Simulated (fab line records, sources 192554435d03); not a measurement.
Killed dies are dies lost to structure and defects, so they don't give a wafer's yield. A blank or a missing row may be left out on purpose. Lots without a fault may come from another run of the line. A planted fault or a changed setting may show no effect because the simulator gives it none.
fab line records | flow n5_finfet | part 1 of 2: steps 1 to 5 of 6
record lots=20 wafers=60 last_day=18
route steps=1938 shown HKMG_FIN@407 GATE_CUT@468
lots that met no fault: from a run of the same line without faults
start_h: hours from the record's first day to the start of the lot's first wafer shown | wait_h: hours since the lot's step before | " the same as in the row above | L1.1+2: a row that stands for several wafers | - no value, or no start given | * or withheld: withheld | < > ~ a bound
route shown NAME@n: a module of which the file shows steps, and the number in the route of the first | usual: mean/standard deviation of fault-free wafers | same: alike in all rows | chamber/n: place in a boat | sites: the reading at each site | _std_site: their standard deviation | _edge_site: outer sites' mean less inner sites' | radius_mm: how far each site lies from the wafer's centre | mask NAME#n: copy n | behind: the tool/chamber that last shaped the wafer | hold: why the lot was held/for how many hours/how that ended | device: the transistor (n, p or np) that didn't switch | end of line: the same wafers' tests at the end of the route | a step without rows: its recipe alone | killed: dies lost to structure and defects at the first sort, not the wafer's yield | map: a wafer's dies, x killed, . not, _ none there
set.NAME: the setting as run; set.NAME@STEP: as run at that earlier step | model.NAME: the simulator's own value behind a step, which no gauge read
steps of the route over a sample of lots; a table a step, a row a wafer
services: from which hour (start_h, from the record's first day; less than 0 if before it) a tool's chamber was out of use, for how many hours, and why
## steps
# step N5_HKMG_FIN_STRIP_93
# recipe chemistry=N2/H2 material=SOC time_s=20 power_w=500 temp_c=40 pressure_mtorr=50 rf_frequency_hz=6e+07 bias_power_w=8 h2_frac=0.5 n2_flow_sccm=300 h2_flow_sccm=300
# usual chamber_pressure_mTorr=49.99/0.045 drypump_motor_current_A=5.5/0.38 oes_product_au=0.78/0.091 rf_fwd_power_W=496.1/1.9 rf_vpp_V=54.1/0.85 showerhead_plenum_p_Torr=3.34/0.12 throttle_valve_pct=19.0/0.38
# columns lot.wafer tool chamber start_h wait_h chamber_pressure_mTorr drypump_motor_current_A oes_product_au rf_fwd_power_W rf_hours_counter_h rf_vpp_V showerhead_plenum_p_Torr throttle_valve_pct
L074.1 rie_diel-04 1 75.95 0.2 49.99 5.3 0.73 498.3 183 53.9 3.46 19.1
L074.2 " 3 " " 49.93 5.6 0.72 495.9 158 53.5 3.22 18.9
L074.3 " 2 " " 50.00 4.8 0.96 494.0 6 54.4 3.29 18.5
L075.3 rie_diel-02 2 80.26 0.2 49.99 5.9 0.75 496.8 166 55.8 3.50 19.1
L075.4 " 3 " " 49.97 5.4 0.98 494.4 5 54.0 3.41 18.7
L075.6 " 0 " " 50.00 5.7 0.72 495.7 - 53.4 3.24 19.8
L076.3 rie_diel-04 3 86.15 0.2 49.99 5.6 0.72 497.0 162 52.6 3.22 18.9
L076.4 " 2 " " 50.00 4.8 0.94 493.8 10 53.7 3.28 18.5
L076.6 " 3 " " 50.00 5.6 0.71 496.7 - 53.1 3.22 18.9
L077.3 rie_diel-02 1 93.61 0.2 50.03 5.0 0.94 496.6 5 53.2 3.43 18.5
L077.4 " 0 " " 49.97 5.7 0.72 496.7 173 53.0 3.24 19.8
L077.6 " 0 " " 50.08 5.7 0.72 495.9 - 55.4 3.24 19.8
L078.2 rie_diel-05 0 98.64 0.2 49.98 4.9 0.84 497.4 51 53.3 3.42 18.5
L078.4 " 2 " " 50.00 5.9 0.74 493.5 165 54.2 3.49 19.1
L078.5 " 1 " " 50.05 5.5 0.74 498.9 - 55.1 3.23 19.2
L080.1 rie_diel-05 3 112.27 0.2 50.00 5.8 0.69 497.2 248 54.5 3.18 19.2
L080.4 " 0 " " 50.04 4.9 0.83 495.1 57 53.1 3.41 18.5
L080.6 " 0 " " 50.02 5.0 0.83 495.8 - 53.5 3.41 18.5
L081.1 rie_diel-05 1 120.34 0.2 50.00 5.5 0.74 494.4 169 54.5 3.22 19.2
L081.2 " 2 " " 50.05 5.9 0.73 495.4 174 53.5 3.49 19.2
L081.5 " 0 " " 49.96 4.9 0.82 496.1 - 52.9 3.41 18.5
L082.1 rie_diel-02 1 125.80 0.2 50.00 5.0 0.91 498.1 16 54.4 3.42 18.5
L082.4 " 2 " " 50.06 5.9 0.74 496.9 181 54.7 3.50 19.1
L082.5 " 0 " " 50.02 5.7 0.72 497.7 - 53.4 3.23 19.8
L084.1 rie_diel-05 2 143.01 0.2 49.92 5.9 0.72 498.7 184 55.2 3.48 19.2
L084.5 " 0 " " 50.07 5.0 0.83 496.9 - 54.0 3.41 18.5
L084.6 " 1 " " 49.96 5.5 0.73 496.5 - 53.7 3.22 19.2
L085.2 rie_diel-05 1 146.86 0.2 50.00 5.5 0.73 496.9 179 54.6 3.22 19.2
L085.4 " 3 " " 49.94 5.7 0.92 494.9 6 54.7 3.58 18.8
L085.6 " 0 " " 49.93 5.0 0.82 495.3 - 54.4 3.41 18.5
L086.1 rie_diel-02 3 150.06 0.2 50.06 5.4 0.91 494.9 26 54.5 3.40 18.7
L086.2 " 1 " " 49.95 5.0 0.89 497.5 23 54.4 3.42 18.5
L086.4 " 2 " " 50.04 5.9 0.73 497.1 188 53.9 3.49 19.1
L087.1 rie_diel-05 2 154.24 0.2 50.00 5.9 0.72 494.0 188 54.1 3.48 19.2
L087.2 " 3 " " 50.01 5.8 0.92 494.3 8 55.3 3.58 18.8
L087.6 " 1 " " 50.01 5.5 0.73 495.5 - 53.1 3.22 19.2
L088.2 rie_diel-04 2 158.48 0.2 49.95 4.8 0.89 493.1 34 54.5 3.27 18.5
L088.5 " 2 " " 49.95 4.8 0.89 493.5 - 54.9 3.27 18.6
L088.6 " 3 " " 50.01 5.6 0.69 496.3 - 54.5 3.21 18.9
L089.3 rie_diel-04 2 165.14 0.2 49.96 4.8 0.88 494.9 36 54.8 3.27 18.6
L089.4 " 1 " " 50.08 5.3 0.70 497.6 214 53.3 3.44 19.2
L089.5 " 3 " " 50.03 5.6 0.69 491.3 - 53.4 3.21 18.9
L091.1 rie_diel-02 0 176.39 0.2 50.03 5.7 0.70 494.5 198 54.1 3.23 19.8
L091.3 " 2 " " 49.98 5.9 0.73 493.9 196 53.7 3.49 19.1
L091.4 " 3 " " 49.98 5.4 0.89 495.8 36 55.4 3.40 18.7
L092.2 rie_diel-04 2 185.61 0.2 50.06 4.8 0.87 494.0 44 54.3 3.27 18.6
L092.5 " 0 " " 49.96 5.9 0.69 496.4 - 53.8 3.20 19.2
L092.6 " 3 " " 50.07 5.7 0.69 498.0 - 52.7 3.20 18.9
L094.4 rie_diel-04 1 193.43 0.2 50.00 5.3 0.71 499.9 220 55.3 3.44 19.2
L094.5 " 1 " " 49.92 5.3 0.71 499.2 - 53.6 3.44 19.2
L094.6 " 2 " " 50.04 4.8 0.86 491.4 - 53.9 3.27 18.6
L095.2 rie_diel-04 3 197.72 0.2 49.98 5.6 0.68 495.3 200 52.8 3.20 18.9
L095.4 " 2 " " 49.96 4.8 0.87 493.5 48 54.6 3.26 18.6
L095.5 " 1 " " 49.97 5.3 0.71 496.8 - 54.7 3.44 19.2
L096.1 rie_diel-02 1 201.69 0.2 50.01 5.0 0.86 495.1 40 55.7 3.41 18.5
L096.2 " 2 " " 49.98 5.9 0.73 497.9 205 55.2 3.48 19.1
L096.4 " 0 " " 49.99 5.7 0.70 498.0 207 53.8 3.22 19.8
L097.4 rie_diel-04 0 210.43 0.2 50.01 5.9 0.69 497.0 206 53.7 3.20 19.2
L097.5 " 2 " " 50.01 4.8 0.86 494.1 - 55.2 3.26 18.6
L097.6 " 1 " " 49.94 5.3 0.70 498.1 - 54.5 3.43 19.2
# step N5_HKMG_FIN_CD_MEAS_12
# recipe target_cd_nm=92.8 landing_energy_ev=500 detector=se_inlens
# usual cd_nm=92.7/0.49
# columns lot.wafer tool chamber start_h wait_h cd_nm
L074.1 cd_sem-03 0 78.50 - 93.2
L074.2 " 0 " " 93.4
L074.3 " 0 " " 93.0
L075.3 cd_sem-03 0 82.83 - 93.1
L075.4 " 0 " " 93.2
L075.6 " 0 " " 93.1
L076.3 cd_sem-02 0 88.76 - 92.9
L076.4 " 0 " " 92.2
L076.6 " 0 " " 93.0
L077.3 cd_sem-03 0 96.17 - 92.6
L077.4 " 0 " " 92.9
L077.6 " 0 " " 92.6
L078.2 cd_sem-03 0 101.09 - 92.3
L078.4 " 0 " " 93.2
L078.5 " 0 " " 92.9
L080.1 cd_sem-03 0 114.69 - 92.0
L080.4 " 0 " " 92.6
L080.6 " 0 " " 92.5
L081.1 cd_sem-02 0 122.77 - 92.0
L081.2 " 0 " " 92.5
L081.5 " 0 " " 92.6
L082.1 cd_sem-02 0 128.23 - 93.7
L082.4 " 0 " " 93.3
L082.5 " 0 " " 92.0
L084.1 cd_sem-02 0 145.92 - 92.1
L084.5 " 0 " " 93.0
L084.6 " 0 " " 93.2
L085.2 cd_sem-03 0 149.50 - 92.5
L085.4 " 0 " " 92.5
L085.6 " 0 " " 91.6
L086.1 cd_sem-02 0 152.67 - 92.6
L086.2 " 0 " " 92.2
L086.4 " 0 " " 91.9
L087.1 cd_sem-01 0 156.91 - 92.8
L087.2 " 0 " " 93.0
L087.6 " 0 " " 93.0
L088.2 cd_sem-03 0 161.15 - 92.7
L088.5 " 0 " " 92.7
L088.6 " 0 " " 92.8
L089.3 cd_sem-01 0 167.75 - 93.1
L089.4 " 0 " " 92.9
L089.5 " 0 " " 92.5
L091.1 cd_sem-03 0 179.02 - 92.3
L091.3 " 0 " " 92.6
L091.4 " 0 " " 93.8
L092.2 cd_sem-02 0 188.16 - 92.6
L092.5 " 0 " " 93.0
L092.6 " 0 " " 93.4
L094.4 cd_sem-01 0 195.98 - 93.6
L094.5 " 0 " " 92.6
L094.6 " 0 " " 93.0
L095.2 cd_sem-02 0 200.15 - 93.2
L095.4 " 0 " " 92.9
L095.5 " 0 " " 93.2
L096.1 cd_sem-01 0 204.26 - 92.7
L096.2 " 0 " " 93.0
L096.4 " 0 " " 93.3
L097.4 cd_sem-02 0 213.04 - 92.6
L097.5 " 0 " " 92.9
L097.6 " 0 " " 93.7
# step N5_GATE_CUT_VAPOR_ETCH_60
# recipe chemistry=BCl3/Cl2 target=HfO2 mode=isotropic
# usual drypump_motor_current_A=5.6/0.51 oes_product_au=0.71/0.11
# columns lot.wafer tool chamber start_h wait_h drypump_motor_current_A oes_product_au
L074.1 rie_metal-03 0 83.45 0.0 6.0 0.87
L074.2 " 1 " " 6.0 0.64
L074.3 " 1 " " 6.0 0.63
L075.3 rie_metal-01 0 87.59 0.0 4.9 0.64
L075.4 " 1 " " 6.0 0.70
L075.6 " 0 " " 4.9 0.64
L076.3 rie_metal-01 1 93.50 0.0 6.0 0.69
L076.4 " 0 " " 4.9 0.64
L076.6 " 0 " " 4.9 0.64
L077.3 rie_metal-01 0 101.33 0.0 4.9 0.64
L077.4 " 1 " " 6.0 0.69
L077.6 " 0 " " 4.9 0.64
L078.2 rie_metal-01 1 106.31 0.0 6.0 0.68
L078.4 " 0 " " 4.9 0.64
L078.5 " 0 " " 4.9 0.63
L080.1 rie_metal-01 1 119.43 0.0 6.0 0.69
L080.4 " 1 " " 6.0 0.69
L080.6 " 0 " " 4.9 0.64
L081.1 rie_metal-03 1 127.53 0.0 6.0 0.63
L081.2 " 0 " " 6.0 0.86
L081.5 " 1 " " 6.0 0.63
L082.1 rie_metal-01 1 132.98 0.0 6.0 0.68
L082.4 " 0 " " 4.9 0.63
L082.5 " 1 " " 6.0 0.68
L084.1 rie_metal-01 0 151.00 0.1 4.9 0.63
L084.5 " 0 " " 4.9 0.64
L084.6 " 0 " " 4.9 0.63
L085.2 rie_metal-01 0 154.99 0.1 4.9 0.63
L085.4 " 0 " " 4.9 0.63
L085.6 " 0 " " 4.9 0.63
L086.1 rie_metal-02 1 158.06 0.0 5.5 0.69
L086.2 " 0 " " 6.1 0.95
L086.4 " 0 " " 6.1 0.93
L087.1 rie_metal-01 0 162.10 0.1 4.9 0.63
L087.2 " 0 " " 4.9 0.63
L087.6 " 0 " " 4.9 0.62
L088.2 rie_metal-03 0 165.98 0.0 6.1 0.85
L088.5 " 0 " " 6.0 0.84
L088.6 " 1 " " 6.0 0.63
L089.3 rie_metal-02 1 172.83 0.0 5.5 0.69
L089.4 " 0 " " 6.1 0.92
L089.5 " 1 " " 5.5 0.69
L091.1 rie_metal-01 0 183.77 0.0 4.9 0.62
L091.3 " 0 " " 4.9 0.63
L091.4 " 1 " " 6.0 0.67
L092.2 rie_metal-02 1 193.01 0.0 5.5 0.69
L092.5 " 0 " " 6.1 0.92
L092.6 " 1 " " 5.5 0.69
L094.4 rie_metal-02 1 201.21 0.0 5.5 0.69
L094.5 " 1 " " 5.5 0.68
L094.6 " 0 " " 6.1 0.91
L095.2 rie_metal-03 0 205.08 0.0 6.0 0.84
L095.4 " 0 " " 6.0 0.85
L095.5 " 1 " " 6.0 0.62
L096.1 rie_metal-01 1 209.01 0.0 6.0 0.67
L096.2 " 0 " " 4.9 0.62
L096.4 " 1 " " 6.0 0.68
L097.4 rie_metal-03 1 219.14 0.0 6.0 0.62
L097.5 " 1 " " 6.0 0.62
L097.6 " 0 " " 6.1 0.83
# step N5_GATE_CUT_INSPECT_15
# recipe mode=adi inspect_instrument=brightfield
# usual raw_defect_count=142/43
# columns lot.wafer tool chamber start_h wait_h raw_defect_count
L074.1 defect_inspect-01 - 87.82 0.1 95
L074.2 " - " " 117
L074.3 " - " " 106
L075.3 defect_inspect-01 - 94.25 0.0 87
L075.4 " - " " 152
L075.6 " - " " 168
L076.3 defect_inspect-01 - 101.08 0.0 173
L076.4 " - " " 120
L076.6 " - " " 155
L077.3 defect_inspect-02 - 104.82 0.0 89
L077.4 " - " " 131
L077.6 " - " " 124
L078.2 defect_inspect-01 - 109.82 0.0 242
L078.4 " - " " 196
L078.5 " - " " 220
L080.1 defect_inspect-01 - 122.90 0.1 63
L080.4 " - " " 83
L080.6 " - " " 74
L081.1 defect_inspect-01 - 130.92 0.1 137
L081.2 " - " " 134
L081.5 " - " " 154
L082.1 defect_inspect-01 - 136.66 0.1 177
L082.4 " - " " 131
L082.5 " - " " 119
L084.1 defect_inspect-01 - 154.57 0.1 169
L084.5 " - " " 142
L084.6 " - " " 133
L085.2 defect_inspect-01 - 158.54 0.0 147
L085.4 " - " " 130
L085.6 " - " " 104
L086.1 defect_inspect-01 - 161.61 0.1 133
L086.2 " - " " 186
L086.4 " - " " 178
L087.1 defect_inspect-01 - 165.92 0.1 212
L087.2 " - " " 129
L087.6 " - " " 221
L088.2 defect_inspect-01 - 169.90 0.0 117
L088.5 " - " " 136
L088.6 " - " " 336
L089.3 defect_inspect-01 - 176.32 0.0 167
L089.4 " - " " 157
L089.5 " - " " 133
L091.1 defect_inspect-02 - 187.44 0.1 95
L091.3 " - " " 77
L091.4 " - " " 183
L092.2 defect_inspect-02 - 196.65 0.1 146
L092.5 " - " " 162
L092.6 " - " " 79
L094.4 defect_inspect-02 - 204.77 0.0 124
L094.5 " - " " 134
L094.6 " - " " 226
L095.2 defect_inspect-02 - 208.47 0.0 91
L095.4 " - " " 143
L095.5 " - " " 75
L096.1 defect_inspect-02 - 213.12 0.1 71
L096.2 " - " " 179
L096.4 " - " " 117
L097.4 defect_inspect-01 - 222.67 0.0 120
L097.5 " - " " 105
L097.6 " - " " 88
# step N5_GATE_CUT_ETCH_37
# recipe chemistry=N2/H2 target=SOC target_depth_a=600 overetch_a=120 mask_material=SiARC temp_c=40 time_s=90 ion_energy_ev=200 pressure_mtorr=30 source_w=840 bias_w=150 n2_flow_sccm=200 h2_flow_sccm=200
# usual bias_w=150.0/0.42 chamber_pressure_mTorr=29.998/0.027 drypump_motor_current_A=5.6/0.38 oes_product_au=0.71/0.071 rf_fwd_power_W=834.1/2.9 rf_vpp_V=524.2/2.8 showerhead_plenum_p_Torr=2.56/0.093 throttle_valve_pct=17.7/0.34
# columns lot.wafer tool chamber start_h wait_h bias_w chamber_pressure_mTorr drypump_motor_current_A oes_product_au rf_fwd_power_W rf_hours_counter_h rf_vpp_V showerhead_plenum_p_Torr throttle_valve_pct
L074.1 rie_diel-01 0 87.93 0.0 150.3 29.943 5.2 0.67 835.9 147 526.9 2.66 17.9
L074.2 " 3 " " 149.0 30.007 6.3 0.84 836.4 20 521.8 2.49 17.4
L074.3 " 1 " " 149.6 29.950 5.8 0.67 831.1 166 524.0 2.53 17.6
L075.3 rie_diel-01 3 94.36 0.0 150.2 30.005 6.3 0.84 836.0 22 522.9 2.49 17.4
L075.4 " 2 " " 150.6 29.979 6.1 0.65 832.3 193 521.5 2.42 17.8
L075.6 " 0 " " 149.8 29.996 5.2 0.67 841.4 - 526.8 2.66 17.9
L076.3 rie_diel-06 2 101.19 0.0 149.7 30.026 5.2 0.66 830.8 184 523.3 2.54 18.1
L076.4 " 0 " " 150.5 30.008 5.8 0.85 835.1 13 519.6 2.48 17.6
L076.6 " 2 " " 150.0 29.946 5.2 0.66 834.1 - 523.4 2.53 18.1
L077.3 rie_diel-01 3 104.93 0.0 149.7 29.993 6.3 0.83 834.6 25 522.5 2.49 17.4
L077.4 " 0 " " 149.6 29.977 5.1 0.66 836.7 152 526.6 2.66 18.0
L077.6 " 2 " " 150.6 29.993 6.1 0.63 836.1 - 519.9 2.41 17.9
L078.2 rie_diel-06 3 109.94 0.0 150.0 29.960 5.3 0.79 833.7 42 527.5 2.68 17.7
L078.4 " 2 " " 149.7 29.991 5.2 0.65 832.4 - 523.7 2.53 18.1
L078.5 " 0 " " 149.5 29.977 5.8 0.85 837.4 - 522.1 2.48 17.6
L080.1 rie_diel-03 2 123.27 0.0 150.3 30.034 5.2 0.68 836.2 149 521.1 2.46 17.5
L080.4 " 0 " " 150.5 29.978 5.2 0.75 837.0 48 527.2 2.70 17.5
L080.6 " 1 " " 149.8 29.986 6.0 0.73 834.9 - 527.9 2.69 17.3
L081.1 rie_diel-03 2 131.04 0.0 150.4 29.968 5.2 0.68 831.2 151 520.9 2.45 17.5
L081.2 " 0 " " 149.0 29.987 5.2 0.75 829.2 50 528.2 2.70 17.5
L081.5 " 2 " " 150.6 30.001 5.2 0.69 833.9 - 522.5 2.46 17.5
L082.1 rie_diel-01 2 136.78 0.0 150.7 30.024 6.1 0.64 834.0 204 521.3 2.41 17.9
L082.4 " 0 " " 150.0 29.949 5.2 0.66 839.4 162 527.3 2.65 18.0
L082.5 " 1 " " 149.8 30.000 5.9 0.65 834.8 - 524.4 2.53 17.6
L084.1 rie_diel-03 1 154.68 0.0 150.5 30.029 6.0 0.73 832.4 78 526.3 2.69 17.3
L084.5 " 1 " " 150.7 29.979 6.0 0.73 834.1 - 528.3 2.69 17.3
L084.6 " 0 " " 150.7 30.043 5.3 0.75 830.8 - 528.1 2.70 17.5
L085.2 rie_diel-01 2 158.66 0.0 150.2 29.991 6.1 0.63 833.2 211 518.4 2.41 17.9
L085.4 " 1 " " 150.5 30.032 5.9 0.65 837.1 188 523.9 2.53 17.6
L085.6 " 0 " " 150.1 30.026 5.3 0.65 838.3 - 525.3 2.65 18.0
L086.1 rie_diel-06 3 161.72 0.0 150.2 30.027 5.3 0.76 835.5 58 528.8 2.67 17.8
L086.2 " 2 " " 150.4 30.050 5.2 0.65 826.5 202 523.7 2.53 18.1
L086.4 " 0 " " 150.2 30.015 5.8 0.81 833.9 33 520.7 2.47 17.6
L087.1 rie_diel-06 1 166.03 0.0 149.6 30.010 5.9 0.79 833.4 37 525.4 2.58 17.2
L087.2 " 2 " " 150.6 30.046 5.2 0.64 827.8 203 521.7 2.53 18.2
L087.6 " 1 " " 149.8 30.056 5.9 0.79 829.8 - 524.5 2.58 17.2
L088.2 rie_diel-06 0 170.02 0.0 151.0 29.995 5.8 0.81 836.8 35 521.3 2.47 17.6
L088.5 " 2 " " 150.1 29.957 5.2 0.65 835.5 - 522.8 2.53 18.2
L088.6 " 1 " " 150.5 29.991 5.9 0.79 832.4 - 525.1 2.58 17.3
L089.3 rie_diel-03 0 176.62 0.0 150.1 29.994 5.2 0.74 830.6 65 528.6 2.70 17.5
L089.4 " 1 " " 149.8 30.001 6.0 0.73 834.5 83 528.0 2.68 17.3
L089.5 " 1 " " 149.7 30.005 6.0 0.72 832.6 - 527.6 2.68 17.4
L091.1 rie_diel-01 2 187.60 0.0 149.4 30.018 6.1 0.62 833.8 220 518.9 2.40 17.9
L091.3 " 1 " " 151.0 29.963 5.8 0.64 836.2 196 523.3 2.52 17.6
L091.4 " 0 " " 150.0 29.966 5.2 0.65 836.8 177 526.3 2.64 18.0
L092.2 rie_diel-03 2 196.77 0.0 150.2 30.011 5.2 0.67 837.2 170 519.5 2.45 17.5
L092.5 " 3 " " 150.4 30.015 5.9 0.62 831.5 - 526.8 2.64 18.6
L092.6 " 2 " " 149.6 29.963 5.2 0.67 829.7 - 521.4 2.45 17.5
L094.4 rie_diel-06 3 204.88 0.0 149.8 30.003 5.3 0.74 833.0 70 528.7 2.67 17.8
L094.5 " 3 " " 150.0 30.007 5.3 0.74 833.5 - 527.5 2.67 17.8
L094.6 " 0 " " 150.5 29.988 5.8 0.80 834.9 - 522.8 2.47 17.6
L095.2 rie_diel-01 2 208.58 0.0 150.4 29.968 6.1 0.63 834.3 226 521.4 2.40 17.9
L095.4 " 1 " " 150.3 29.996 5.8 0.64 841.6 202 522.4 2.52 17.6
L095.5 " 1 " " 150.0 30.008 5.8 0.65 838.4 - 521.5 2.52 17.6
L096.1 rie_diel-01 0 213.39 0.0 149.8 30.039 5.2 0.65 836.9 183 527.5 2.64 18.0
L096.2 " 2 " " 149.6 30.035 6.1 0.62 833.9 228 520.3 2.40 17.9
L096.4 " 1 " " 150.7 29.982 5.8 0.64 835.4 203 522.7 2.52 17.6
L097.4 rie_diel-06 3 222.85 0.0 149.9 29.974 5.3 0.75 832.5 76 528.0 2.67 17.8
L097.5 " 3 " " 149.5 30.009 5.3 0.74 832.7 - 526.5 2.67 17.8
L097.6 " 2 " " 150.7 29.980 5.2 0.63 831.9 - 523.1 2.52 18.2
